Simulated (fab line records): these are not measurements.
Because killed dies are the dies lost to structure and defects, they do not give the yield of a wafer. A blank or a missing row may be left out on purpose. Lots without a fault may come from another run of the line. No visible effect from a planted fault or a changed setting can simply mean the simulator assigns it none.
fab line records | flow n5_finfet
record: lots: 7 wafers: 21
route steps=1938 shown BEOL_M6@1200 BEOL_M7@1288 BEOL_M8@1368 BEOL_M9@1417 BEOL_M10@1499 BEOL_M11@1554 BEOL_M12@1656
start_h: hours from the record's opening day to when the first of the lot's shown wafers began | wait_h: hours from the lot's prior step to this one | " as in the row above | L1.1+2: a row that stands for several wafers | - either no value or no given start | * or withheld: withheld | < > ~ a bound
route shown NAME@n: names a module that has steps shown in the file, with the first one's number in the route | usual: mean/standard deviation of fault-free wafers | same: alike in all rows | chamber/n: place in a boat | sites: readings site by site | _std_site: their standard deviation | _edge_site: the outer-site mean with the inner-site mean subtracted | radius_mm: for every site, how far away it sits from the centre of the wafer | mask NAME#n: copy n | behind: the tool/chamber that last shaped the wafer | hold: why the lot was held/for how many hours/how that ended | device: whichever transistor did not switch (one of n, p or np) | end of line: tests of these same wafers at the route's end | where a step has no rows: the recipe by itself | killed: dies lost to structure and defects at the first sort, not the wafer's yield | map: a wafer's dies, marking killed ones x, the rest . and places with no die _
set.NAME: the setting as run; set.NAME@STEP: as run at that earlier step | model.NAME: the simulator's own value behind a step, which no gauge read
lots with deliberately changed settings; one table per step, one row per wafer
== steps ==
step: N5_BEOL_M6_COAT_60
recipe: resist: SiARC temp_c: 220 time_s: 60 spin_rpm: 1500 resist_thk_nm: 35
columns lot.wafer tool chamber start_h wait_h set.spin_rpm model.SiARC_of_BEOL_M6_COAT_60.thk_nm
L083.1+2+6 litho_track-01 0 - - 1500 34.8
L084.1 litho_track-03 0 - - 1571 34.2
L084.5+6 " 0 " " 1500 35
L085.1+4 litho_track-03 0 - - 1500 34.8
L085.2 " 0 " " 1500 35
L089.3+4+6 litho_track-03 0 - - 1500 35
L090.2 litho_track-03 0 - - 1549 34.4
L090.4 " 0 " " 1549 34.6
L090.5 " 0 " " 1500 35.2
L092.1 litho_track-01 0 - - 1500 35
L092.3+5 " 0 " " 1500 35.2
L095.2+5 litho_track-03 0 - - 1500 35
L095.6 " 0 " " 1451 35.6
step: N5_BEOL_M6_COAT_05
recipe: resist: CAR-ArF spin_rpm: 1500 resist_thk_nm: 90
step: N5_BEOL_M6_EBR_07
recipe: solvent: PGMEA ebr_width_mm: 1.5
step: N5_BEOL_M6_DESCUM_16
recipe: chemistry: O2 time_s: 7.9 source_power_w: 50 bias_power_w: 20 pressure_mtorr: 20 rf_frequency_hz: 2.712e+07 temp_c: 40 resist: CAR-ArF o2_flow_sccm: 225
step: N5_BEOL_M6_ETCH_61
recipe: chemistry: CF4 target: SiARC target_depth_a: 455 mask_material: CAR-ArF time_s: 75.8 ion_energy_ev: 80 pressure_mtorr: 40 source_w: 545 bias_w: 36 Ar_flow_sccm: 100 cf4_flow_sccm: 100 ends: cleared
columns lot.wafer tool chamber start_h wait_h set.spin_rpm@BEOL_M6_COAT_60 model.etch.depth_nm
L083.1 rie_diel-01 2 232.86 0.0 1500 34.79
L083.2 " 3 " " 1500 34.74
L083.6 " 3 " " 1500 34.81
L084.1 rie_diel-01 2 240.85 0.0 1571 34.15
L084.5 " 1 " " 1500 34.94
L084.6 " 2 " " 1500 34.95
L085.1 rie_diel-05 2 251.45 0.0 1500 34.89
L085.2 " 0 " " 1500 34.96
L085.4 " 3 " " 1500 34.9
L089.3 rie_diel-05 1 269.70 0.0 1500 34.93
L089.4 " 0 " " 1500 34.94
L089.6 " 1 " " 1500 34.95
L090.2 rie_diel-01 3 275.50 0.0 1549 34.49
L090.4 " 0 " " 1549 34.54
L090.5 " 3 " " 1500 35.1
L092.1 rie_diel-05 0 299.28 0.0 1500 35.09
L092.3 " 3 " " 1500 35.1
L092.5 " 3 " " 1500 35.25
L095.2 rie_diel-06 0 303.31 0.0 1500 35.04
L095.5 " 3 " " 1500 35.03
L095.6 " 1 " " 1451 35.55
step: N5_BEOL_M6_ETCH_62
recipe: chemistry: N2/H2 target: SOC target_depth_a: 1100 overetch_a: 220 mask_material: SiARC temp_c: 40 time_s: 165 ion_energy_ev: 200 pressure_mtorr: 30 source_w: 840 bias_w: 150 n2_flow_sccm: 200 h2_flow_sccm: 200
columns lot.wafer tool chamber start_h wait_h set.time_s set.spin_rpm@BEOL_M6_COAT_60 model.SiARC_of_BEOL_M6_COAT_60.thk_nm
L083.1+2+6 rie_diel-01 2,3,3 232.92 0.0 165 1500 28.2
L084.1 rie_diel-01 2 240.91 0.0 165 1571 27.4
L084.5+6 " 1,2 " " 165 1500 28.2
L085.1 rie_diel-05 2 251.51 0.0 165 1500 28.2
L085.2 " 0 " " 165 1500 28.4
L085.4 " 3 " " 147.8 1500 29
L089.3+6 rie_diel-05 1 269.76 0.0 165 1500 28.2
L089.4 " 0 " " 165 1500 28.4
L090.2 rie_diel-01 3 275.55 0.0 201.2 1549 26.4
L090.4 " 0 " " 165 1549 27.6
L090.5 " 3 " " 201.2 1500 26.8
L092.1+3 rie_diel-05 0,3 299.34 0.0 165 1500 28.4
L092.5 " 3 " " 185.3 1500 27.6
L095.2 rie_diel-06 0 303.36 0.0 196.8 1500 27
L095.5 " 3 " " 165 1500 28.4
L095.6 " 1 " " 165 1451 29
step: N5_BEOL_M6_STRIP_68
recipe: chemistry: N2/H2 temp_c: 40 n2_flow_sccm: 200 h2_flow_sccm: 200 rf_frequency_hz: 6e+07
step: N5_BEOL_M6_STRIP_67
recipe: chemistry: CF4 resist: SiARC power_w: 300 bias_power_w: 75 pressure_mtorr: 50 cf4_flow_sccm: 150 rf_frequency_hz: 6e+07
step: N5_BEOL_M6_HM_OPEN_17
recipe: chemistry: Cl2/BCl3 target_depth_a: 200 overetch_a: 60 target: TiN mask_material: SOC ion_energy_ev: 150 pressure_mtorr: 10 icp_w: 1000 bias_w: 126 Cl2_flow_sccm: 53.25 bcl3_flow_sccm: 21.75 Ar_flow_sccm: 25
columns lot.wafer tool chamber start_h wait_h set.time_s@BEOL_M6_ETCH_62 model.etch.depth_nm
L083.1 rie_metal-01 1 233.10 0.0 165 20.05
L083.2 " 0 " " 165 19.99
L083.6 " 1 " " 165 20.18
L084.1 rie_metal-02 1 241.10 0.0 165 19.94
L084.5 " 0 " " 165 20.08
L084.6 " 1 " " 165 20.04
L085.1 rie_metal-01 1 251.70 0.0 165 19.92
L085.2 " 0 " " 165 20.2
L085.4 " 1 " " 147.8 20.22
L089.3 rie_metal-02 1 269.97 0.1 165 20.09
L089.4 " 0 " " 165 19.95
L089.6 " 0 " " 165 19.99
L090.2+5 rie_metal-01 1 275.74 0.0 201.2 16.58
L090.4 " 0 " " 165 20.15
L092.1 rie_metal-02 0 299.53 0.0 165 19.87
L092.3 " 1 " " 165 19.74
L092.5 " 0 " " 185.3 17.91
L095.2 rie_metal-02 1 303.55 0.0 196.8 16.79
L095.5 " 0 " " 165 19.97
L095.6 " 1 " " 165 20.04
step: N5_BEOL_M6_COAT_22
recipe: resist: CAR-EUV spin_rpm: 1500 resist_thk_nm: 30
columns lot.wafer tool chamber start_h wait_h set.spin_rpm model.CAR-EUV_of_BEOL_M6_COAT_22.thk_nm
L083.1+2 litho_track-05 0 - - 1563 29.4
L083.6 " 0 " " 1500 30
L084.1+5 litho_track-03 0 - - 1500 29.8
L084.6 " 0 " " 1442 30.4
L085.1 litho_track-03 0 - - 1406 31.2
L085.2 " 0 " " 1500 30.2
L085.4 " 0 " " 1500 30
L089.3+4+6 litho_track-05 0 - - 1500 30
L090.2+4+5 litho_track-01 0 - - 1605 29
L092.1 litho_track-03 0 - - 1500 29.8
L092.3+5 " 0 " " 1500 30
L095.2 litho_track-03 0 - - 1500 30
L095.5+6 " 0 " " 1610 29
step: N5_BEOL_M7_COAT_64
recipe: resist: SiARC temp_c: 220 time_s: 60 spin_rpm: 1500 resist_thk_nm: 12
columns lot.wafer tool chamber start_h wait_h set.spin_rpm model.SiARC_of_BEOL_M7_COAT_64.thk_nm
L083.1+2 litho_track-04 0 - - 1593 11.6
L083.6 " 0 " " 1500 12
L084.1+5+6 litho_track-04 0 - - 1651 11.4
L085.1 litho_track-04 0 - - 1583 11.6
L085.2+4 " 0 " " 1500 12
L089.3+4+6 litho_track-02 0 - - 1500 12
L090.2+4+5 litho_track-02 0 - - 1500 12
L092.1+3+5 litho_track-01 0 - - 1617 11.6
L095.2+6 litho_track-04 0 - - 1500 12
L095.5 " 0 " " 1628 11.6
step: N5_BEOL_M7_DESCUM_33
recipe: chemistry: O2 time_s: 7 source_power_w: 50 bias_power_w: 20 pressure_mtorr: 20 rf_frequency_hz: 2.712e+07 temp_c: 40 resist: CAR-EUV o2_flow_sccm: 225
columns lot.wafer tool chamber start_h wait_h set.time_s model.CAR-EUV_of_BEOL_M7_COAT_22.thk_nm
L083.1 rie_diel-02 1 241.51 0.0 5.857 26.6
L083.2 " 2 " " 7 26
L083.6 " 2 " " 5.857 26.8
L084.1+6 rie_diel-02 2,1 250.42 0.2 6.373 26.4
L084.5 " 2 " " 7 26.2
L085.1+2 rie_diel-03 2,3 260.70 0.0 5.667 26.8
L085.4 " 1 " " 7 26
L089.3+4 rie_diel-04 0,3 279.77 0.7 7 26.2
L089.6 " 2 " " 7 26
L090.2 rie_diel-04 2 291.26 0.0 5.941 26.6
L090.4 " 1 " " 7 26
L090.5 " 3 " " 7 26.2
L092.1 rie_diel-02 2 307.71 0.0 7 25.8
L092.3+5 " 1 " " 8.492 25.2
L095.2+5+6 rie_diel-03 2,0,3 314.26 0.5 7 26
step: N5_BEOL_M7_ETCH_72
recipe: chemistry: N2/H2 target: underlayer target_depth_a: 65 mask_material: CAR-EUV time_s: 5.2 ion_energy_ev: 200 pressure_mtorr: 30 source_w: 840 bias_w: 150 n2_flow_sccm: 200 h2_flow_sccm: 200 ends: cleared
columns lot.wafer tool chamber start_h wait_h set.time_s@BEOL_M7_DESCUM_33 model.CAR-EUV_of_BEOL_M7_COAT_22.thk_nm
L083.1 rie_diel-02 1 241.54 0.0 5.857 20.8
L083.2 " 2 " " 7 20.4
L083.6 " 2 " " 5.857 21
L084.1+6 rie_diel-02 2,1 250.45 0.0 6.373 20.6
L084.5 " 2 " " 7 20.4
L085.1+2 rie_diel-03 2,3 260.73 0.0 5.667 21
L085.4 " 1 " " 7 20.4
L089.3+4+6 rie_diel-04 0,3,2 279.80 0.0 7 20.4
L090.2 rie_diel-04 2 291.30 0.0 5.941 20.8
L090.4+5 " 1,3 " " 7 20.4
L092.1 rie_diel-02 2 307.74 0.0 7 20.2
L092.3+5 " 1 " " 8.492 19.4
L095.2 rie_diel-03 2 314.30 0.0 7 20.2
L095.5+6 " 0,3 " " 7 20.4
step: N5_BEOL_M7_ETCH_65
recipe: chemistry: CF4 target: SiARC target_depth_a: 156 mask_material: CAR-EUV time_s: 26 ion_energy_ev: 80 pressure_mtorr: 40 source_w: 545 bias_w: 36 Ar_flow_sccm: 100 cf4_flow_sccm: 100 ends: cleared
columns lot.wafer tool chamber start_h wait_h set.spin_rpm@BEOL_M7_COAT_64 model.etch.depth_nm
L083.1 rie_diel-02 1 241.56 0.0 1593 11.63
L083.2 " 2 " " 1593 11.65
L083.6 " 2 " " 1500 12.01
L084.1 rie_diel-02 2 250.47 0.0 1651 11.45
L084.5 " 2 " " 1651 11.49
L084.6 " 1 " " 1651 11.43
L085.1 rie_diel-03 2 260.75 0.0 1583 11.69
L085.2 " 3 " " 1500 12.03
L085.4 " 1 " " 1500 12.01
L089.3 rie_diel-04 0 279.82 0.0 1500 12.03
L089.4 " 3 " " 1500 11.99
L089.6 " 2 " " 1500 12.01
L090.2 rie_diel-04 2 291.31 0.0 1500 12
L090.4+5 " 1,3 " " 1500 12.03
L092.1+5 rie_diel-02 2,1 307.76 0.0 1617 11.58
L092.3 " 1 " " 1617 11.6
L095.2 rie_diel-03 2 314.31 0.0 1500 12.01
L095.5 " 0 " " 1628 11.53
L095.6 " 3 " " 1500 11.99
step: N5_BEOL_M8_DESCUM_33
recipe: chemistry: O2 time_s: 7 source_power_w: 50 bias_power_w: 20 pressure_mtorr: 20 rf_frequency_hz: 2.712e+07 temp_c: 40 resist: CAR-EUV o2_flow_sccm: 225
columns lot.wafer tool chamber start_h wait_h set.time_s model.CAR-EUV_of_BEOL_M8_COAT_22.thk_nm
L083.1 rie_diel-05 3 248.77 0.0 7 26.4
L083.2 " 0 " " 6.127 26.8
L083.6 " 2 " " 6.127 26.6
L084.1+5 rie_diel-01 1,3 257.98 0.1 7.976 25.6
L084.6 " 2 " " 7 26.2
L085.1+4 rie_diel-06 3 271.17 0.2 7 26
L085.2 " 1 " " 5.508 26.8
L089.3+4 rie_diel-05 2,1 290.23 0.0 7 26
L089.6 " 2 " " 7 26.2
L090.2 rie_diel-01 2 298.54 0.0 7 26.2
L090.4+5 " 3,0 " " 7 26
L092.1+5 rie_diel-01 1,0 314.18 0.5 6.473 26.4
L092.3 " 2 " " 7 26
L095.2+6 rie_diel-05 1,0 323.63 0.0 8.215 25.4
L095.5 " 1 " " 8.215 25.2
step: N5_BEOL_M8_ETCH_72
recipe: chemistry: N2/H2 target: underlayer target_depth_a: 65 mask_material: CAR-EUV time_s: 5.2 ion_energy_ev: 200 pressure_mtorr: 30 source_w: 840 bias_w: 150 n2_flow_sccm: 200 h2_flow_sccm: 200 ends: cleared
columns lot.wafer tool chamber start_h wait_h set.h2_flow_sccm set.time_s@BEOL_M8_DESCUM_33 model.CAR-EUV_of_BEOL_M8_COAT_22.thk_nm
L083.1 rie_diel-05 3 248.81 0.0 200 7 20.6
L083.2 " 0 " " 186.3 6.127 21
L083.6 " 2 " " 200 6.127 21
L084.1 rie_diel-01 1 258.01 0.0 204.3 7.976 20
L084.5 " 3 " " 200 7.976 19.8
L084.6 " 2 " " 200 7 20.4
L085.1+4 rie_diel-06 3 271.20 0.0 200 7 20.2
L085.2 " 1 " " 200 5.508 21
L089.3+4+6 rie_diel-05 2,1,2 290.27 0.0 200 7 20.4
L090.2 rie_diel-01 2 298.58 0.0 206.1 7 20.4
L090.4+5 " 3,0 " " 200 7 20.4
L092.1 rie_diel-01 1 314.22 0.0 211.2 6.473 20.8
L092.3 " 2 " " 200 7 20.4
L092.5 " 0 " " 200 6.473 20.6
L095.2 rie_diel-05 1 323.67 0.0 200 8.215 19.6
L095.5 " 1 " " 186.2 8.215 19.4
L095.6 " 0 " " 186.2 8.215 19.6
step: N5_BEOL_M9_DESCUM_16
recipe: chemistry: O2 time_s: 7.9 source_power_w: 50 bias_power_w: 20 pressure_mtorr: 20 rf_frequency_hz: 2.712e+07 temp_c: 40 resist: CAR-ArF o2_flow_sccm: 225
columns lot.wafer tool chamber start_h wait_h set.time_s model.CAR-ArF_of_BEOL_M9_COAT_05.thk_nm
L083.1 rie_diel-03 0 254.69 0.0 7.9 84
L083.2 " 3 " " 7.9 83.6
L083.6 " 0 " " 7.9 83.8
L084.1 rie_diel-04 2 266.91 0.0 6.819 84.2
L084.5 " 2 " " 6.819 84.6
L084.6 " 3 " " 7.9 83.4
L085.1 rie_diel-04 1 277.73 1.9 7.9 83.4
L085.2 " 3 " " 7.9 83.6
L085.4 " 0 " " 8.759 83
L089.3+6 rie_diel-04 1,3 295.60 0.0 7.9 83.6
L089.4 " 3 " " 7.9 83.8
L090.2 rie_diel-04 1 303.26 0.1 7.9 83.4
L090.4 " 1 " " 7.9 83.6
L090.5 " 0 " " 6.723 84
L092.1+5 rie_diel-03 1,0 322.73 0.2 7.9 84
L092.3 " 0 " " 9.219 83
L095.2 rie_diel-02 1 331.78 0.0 7.9 83.2
L095.5 " 2 " " 7.9 83.4
L095.6 " 3 " " 7.9 83.6
step: N5_BEOL_M9_ETCH_61
recipe: chemistry: CF4 target: SiARC target_depth_a: 390 mask_material: CAR-ArF time_s: 65 ion_energy_ev: 80 pressure_mtorr: 40 source_w: 545 bias_w: 36 Ar_flow_sccm: 100 cf4_flow_sccm: 100 ends: cleared
columns lot.wafer tool chamber start_h wait_h set.time_s@BEOL_M9_DESCUM_16 model.CAR-ArF_of_BEOL_M9_COAT_05.thk_nm
L083.1+6 rie_diel-03 0 254.72 0.0 7.9 55.8
L083.2 " 3 " " 7.9 55.6
L084.1 rie_diel-04 2 266.95 0.0 6.819 56.2
L084.5 " 2 " " 6.819 56.4
L084.6 " 3 " " 7.9 55.4
L085.1+2 rie_diel-04 1,3 277.77 0.0 7.9 55.6
L085.4 " 0 " " 8.759 55
L089.3+6 rie_diel-04 1,3 295.63 0.0 7.9 55.6
L089.4 " 3 " " 7.9 55.8
L090.2 rie_diel-04 1 303.29 0.0 7.9 55.4
L090.4 " 1 " " 7.9 55.6
L090.5 " 0 " " 6.723 56
L092.1+5 rie_diel-03 1,0 322.76 0.0 7.9 56
L092.3 " 0 " " 9.219 54.8
L095.2 rie_diel-02 1 331.81 0.0 7.9 55.2
L095.5 " 2 " " 7.9 55.4
L095.6 " 3 " " 7.9 55.6
step: N5_BEOL_M10_EXPOSE_25
recipe: mask_id: V9 na: 1.35 source_shape: annular sigma_inner: 0.5 sigma_outer: 0.8 polarization: unpolarized dose_mj: 85.5
columns lot.wafer tool chamber start_h wait_h mask set.dose_mj
L083.1+2 arfi_scanner-02 0 263.37 - V9#0 91.2
L083.6 " 0 " " V9#0 85.5
L084.1 arfi_scanner-01 0 278.62 - V9#0 88.02
L084.5+6 " 0 " " V9#0 85.5
L085.1+2 arfi_scanner-02 0 289.96 - V9#0 91.74
L085.4 " 0 " " V9#0 85.5
L089.3+4+6 arfi_scanner-03 0 305.01 - V9#0 85.5
L090.2+5 arfi_scanner-03 0 310.11 - V9#0 83.43
L090.4 " 0 " " V9#0 85.5
L092.1+3 arfi_scanner-02 0 334.21 - V9#0 85.5
L092.5 " 0 " " V9#0 91.74
L095.2 arfi_scanner-02 0 339.81 - V9#0 87.79
L095.5+6 " 0 " " V9#0 85.5
step: N5_BEOL_M10_DEVELOP_27
recipe: develop_time_s: 30 developer: TMAH resist: CAR-ArF rinse_liquid: diw dry: air_spin dev_temp_c: 23
columns lot.wafer tool chamber start_h wait_h set.develop_time_s
L083.1+6 litho_track-04 0 - - 30
L083.2 " 0 " " 25.06
L084.1+6 litho_track-04 0 - - 34.89
L084.5 " 0 " " 30
L085.1 litho_track-04 0 - - 30
L085.2+4 " 0 " " 32.47
L089.3+4+6 litho_track-02 0 - - 30
L090.2+4+5 litho_track-03 0 - - 30
L092.1+3+5 litho_track-02 0 - - 30
L095.2+6 litho_track-03 0 - - 35.81
L095.5 " 0 " " 30
step: N5_BEOL_M10_CD_MEAS_28
recipe: target_cd_nm: 70 landing_energy_ev: 500 detector: se_inlens polarity: opening
usual: cd_nm: 69.5/0.78
columns lot.wafer tool chamber start_h wait_h set.dose_mj@BEOL_M10_EXPOSE_25 cd_nm
L083.1 cd_sem-02 0 263.51 - 91.2 75.2
L083.2 " 0 " " 91.2 72.8
L083.6 " 0 " " 85.5 69.0
L084.1 cd_sem-03 0 278.75 - 88.02 72.5
L084.5 " 0 " " 85.5 69.0
L084.6 " 0 " " 85.5 70.2
L085.1 cd_sem-03 0 290.09 - 91.74 76.0
L085.2 " 0 " " 91.74 76.4
L085.4 " 0 " " 85.5 69.2
L089.3 cd_sem-01 0 305.13 - 85.5 67.9
L089.4 " 0 " " 85.5 68.1
L089.6 " 0 " " 85.5 69.0
L090.2 cd_sem-01 0 310.23 - 83.43 66.0
L090.4 " 0 " " 85.5 68.1
L090.5 " 0 " " 83.43 66.4
L092.1 cd_sem-02 0 334.34 - 85.5 69.6
L092.3 " 0 " " 85.5 70.6
L092.5 " 0 " " 91.74 75.8
L095.2 cd_sem-02 0 339.94 - 87.79 73.6
L095.5 " 0 " " 85.5 70.2
L095.6 " 0 " " 85.5 71.6
step: N5_BEOL_M11_ETCH_62
recipe: chemistry: N2/H2 target: SOC target_depth_a: 1100 overetch_a: 220 mask_material: SiARC temp_c: 40 time_s: 165 ion_energy_ev: 200 pressure_mtorr: 30 source_w: 840 bias_w: 150 n2_flow_sccm: 200 h2_flow_sccm: 200
usual: rf_vpp_V: 522.7/2.6
columns lot.wafer tool chamber start_h wait_h set.bias_w rf_vpp_V model.SiARC_of_BEOL_M11_COAT_60.thk_nm
L083.1 rie_diel-04 1 270.75 0.0 140.1 504.1 24.2
L083.2 " 0 " " 150 522.7 23.8
L083.6 " 0 " " 150 524.1 23.8
L084.1 rie_diel-04 0 285.53 0.0 150 521.3 23.8
L084.5 " 2 " " 150 521.6 23.6
L084.6 " 1 " " 150 525.1 23.6
L085.1 rie_diel-04 0 296.37 0.0 150 523.8 23.4
L085.2 " 3 " " 169.2 563.8 22.4
L085.4 " 1 " " 150 528.0 23.4
L089.3 rie_diel-03 0 310.25 0.0 150 522.0 23.8
L089.4 " 3 " " 150 522.8 23.8
L089.6 " 2 " " 150 520.5 23.6
L090.2 rie_diel-03 0 315.29 0.0 128.7 473.4 24.6
L090.4 " 3 " " 150 519.7 23.6
L090.5 " 3 " " 128.7 473.3 24.8
L092.1 rie_diel-04 3 341.64 0.0 134.9 490.2 24.4
L092.3 " 1 " " 150 525.3 23.8
L092.5 " 1 " " 150 525.7 23.8
L095.2 rie_diel-04 1 345.36 0.0 126.1 472.6 25
L095.5 " 1 " " 150 525.9 23.6
L095.6 " 0 " " 150 520.8 23.6
step: N5_BEOL_M12_DEP_53
recipe: material: SiCN target_thk_a: 300 temp_c: withheld precursor: 3MS/NH3 pressure_torr: 3 rf_w: 675 time_s: 10.5
columns lot.wafer tool chamber start_h wait_h set.time_s model.SiCN_of_BEOL_M12_DEP_53.thk_nm
L083.1 pecvd-02 0 280.21 0.0 10.5 29.8
L083.2 " 1 " " 11.99 34
L083.6 " 0 " " 11.99 34.4
L084.1 pecvd-02 2 299.33 0.0 10.5 29.8
L084.5 " 2 " " 11.74 33.8
L084.6 " 0 " " 10.5 30
L085.1 pecvd-01 0 306.54 0.0 10.5 29.6
L085.2 " 2 " " 10.1 28.6
L085.4 " 0 " " 10.5 30.4
L089.3 pecvd-04 0 324.40 0.0 10.5 29.6
L089.4 " 1 " " 10.5 30.4
L089.6 " 2 " " 10.5 30
L090.2 pecvd-01 1 326.39 0.0 10.02 28.6
L090.4 " 2 " " 10.5 30.6
L090.5 " 1 " " 10.5 30.2
L092.1 pecvd-02 0 355.35 0.0 10.5 30
L092.3 " 2 " " 11.67 33.2
L092.5 " 0 " " 10.5 30.2
L095.2 pecvd-04 1 356.18 0.0 10.5 30
L095.5+6 " 0,2 " " 10.5 30.2
== key ==
split: step: N5_BEOL_M6_COAT_60 setting: spin_rpm stated: 1500 by: wafer
response: step: N5_BEOL_M6_COAT_60 reading: model.SiARC_of_BEOL_M6_COAT_60.thk_nm change: -0.184 per: 1% r: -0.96
response: step: N5_BEOL_M6_ETCH_61 reading: model.etch.depth_nm change: -0.168 per: 1% r: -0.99
response: step: N5_BEOL_M6_ETCH_62 reading: model.SiARC_of_BEOL_M6_COAT_60.thk_nm slope: -0.175 per: 1% together_with: time_s@BEOL_M6_ETCH_62 explained: 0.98
split: step: N5_BEOL_M6_ETCH_62 setting: time_s stated: 165 by: wafer
response: step: N5_BEOL_M6_ETCH_62 reading: model.SiARC_of_BEOL_M6_COAT_60.thk_nm change: -0.0646 per: 1% r: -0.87
response: step: N5_BEOL_M6_HM_OPEN_17 reading: model.etch.depth_nm shape: bent at_lowest: 20.22 at_stated: 20.01 at_highest: 16.58
split: step: N5_BEOL_M6_COAT_22 setting: spin_rpm stated: 1500 by: wafer
response: step: N5_BEOL_M6_COAT_22 reading: model.CAR-EUV_of_BEOL_M6_COAT_22.thk_nm change: -0.152 per: 1% r: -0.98
split: step: N5_BEOL_M7_COAT_64 setting: spin_rpm stated: 1500 by: wafer
response: step: N5_BEOL_M7_COAT_64 reading: model.SiARC_of_BEOL_M7_COAT_64.thk_nm change: -0.0571 per: 1% r: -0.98
response: step: N5_BEOL_M7_ETCH_65 reading: model.etch.depth_nm change: -0.0575 per: 1% r: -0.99
split: step: N5_BEOL_M7_DESCUM_33 setting: time_s stated: 7 by: wafer
response: step: N5_BEOL_M7_DESCUM_33 reading: model.CAR-EUV_of_BEOL_M7_COAT_22.thk_nm change: -0.035 per: 1% r: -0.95
response: step: N5_BEOL_M7_ETCH_72 reading: model.CAR-EUV_of_BEOL_M7_COAT_22.thk_nm change: -0.0319 per: 1% r: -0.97
split: step: N5_BEOL_M8_DESCUM_33 setting: time_s stated: 7 by: wafer
response: step: N5_BEOL_M8_DESCUM_33 reading: model.CAR-EUV_of_BEOL_M8_COAT_22.thk_nm change: -0.0374 per: 1% r: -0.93
response: step: N5_BEOL_M8_ETCH_72 reading: model.CAR-EUV_of_BEOL_M8_COAT_22.thk_nm change: -0.0363 per: 1% r: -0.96
split: step: N5_BEOL_M8_ETCH_72 setting: h2_flow_sccm stated: 200 by: wafer
response none clear
split: step: N5_BEOL_M9_DESCUM_16 setting: time_s stated: 7.9 by: wafer
response: step: N5_BEOL_M9_DESCUM_16 reading: model.CAR-ArF_of_BEOL_M9_COAT_05.thk_nm change: -0.0537 per: 1% r: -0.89
response: step: N5_BEOL_M9_ETCH_61 reading: model.CAR-ArF_of_BEOL_M9_COAT_05.thk_nm change: -0.0575 per: 1% r: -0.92
split: step: N5_BEOL_M10_EXPOSE_25 setting: dose_mj stated: 85.5 by: wafer
response: step: N5_BEOL_M10_CD_MEAS_28 reading: cd_nm change: +0.846 per: 1% r: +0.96
split: step: N5_BEOL_M10_DEVELOP_27 setting: develop_time_s stated: 30 by: wafer
response none clear
split: step: N5_BEOL_M11_ETCH_62 setting: bias_w stated: 150 by: wafer
response: step: N5_BEOL_M11_ETCH_62 reading: rf_vpp_V change: +3.19 per: 1% r: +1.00
response: step: N5_BEOL_M11_ETCH_62 reading: model.SiARC_of_BEOL_M11_COAT_60.thk_nm change: -0.0777 per: 1% r: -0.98
split: step: N5_BEOL_M12_DEP_53 setting: time_s stated: 10.5 by: wafer
response: step: N5_BEOL_M12_DEP_53 reading: model.SiCN_of_BEOL_M12_DEP_53.thk_nm change: +0.313 per: 1% r: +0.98
